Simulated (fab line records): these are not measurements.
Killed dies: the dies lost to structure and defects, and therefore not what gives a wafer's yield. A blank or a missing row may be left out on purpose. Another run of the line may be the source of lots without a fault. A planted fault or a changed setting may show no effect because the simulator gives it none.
Chamber matching	flow nand harc	NHARC_A_CONTACT_DEP_85 on pecvd-04 has 3 sister chambers
The step deposits SiON, target thk 60 nm. 6 wafers are shown with their chamber, then 8 later ones without.

== EACH WAFER AND ITS CHAMBER ==
wafer	chamber	showerhead vpp V (V)	heater power w (W)
L079.1	1	1115	796
L078.1	2	1088	803
L078.5	2	1091	820
L082.3	1	1130	723
L082.6	0	1191	613
L088.1	0	1180	573

== WAFERS WHOSE CHAMBER IS MISSING ==
wafer	showerhead vpp V (V)	heater power w (W)
L088.4	1170	569
L088.6	1105	788
L092.2	1093	828
L092.3	1113	774
L092.4	1098	779
L094.1	1066	735
L094.4	1194	624
L094.6	1129	795

== EACH ONE'S CHAMBER ==
wafer	from the rows above	in truth
L088.4	0	0
L088.6	can't be placed: 2 or 1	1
L092.2	2	2
L092.3	can't be placed: 1 or 2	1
L092.4	can't be placed: 2 or 1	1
L094.1	2	2
L094.4	0	0
L094.6	1	1
Placed correctly: 5 of 8. Can't be placed from these rows: 3 (the true chamber is among the candidates in 3). Wrongly placed: 0.
How it was worked out, from the rows above alone: a wafer's distance from a chamber is the root of the sum, over the readings, of the square of ((its reading less the chamber's mean) divided by the reading's scatter). The wafer belongs to the nearest chamber; if the next one is less than 2 further off, it can't be placed. Each chamber's mean is taken over the wafers shown for it. The scatter is the square root of a quotient: the sum, over the shown wafers, of each reading's squared deviation from its chamber's mean, divided by wafers minus chambers.
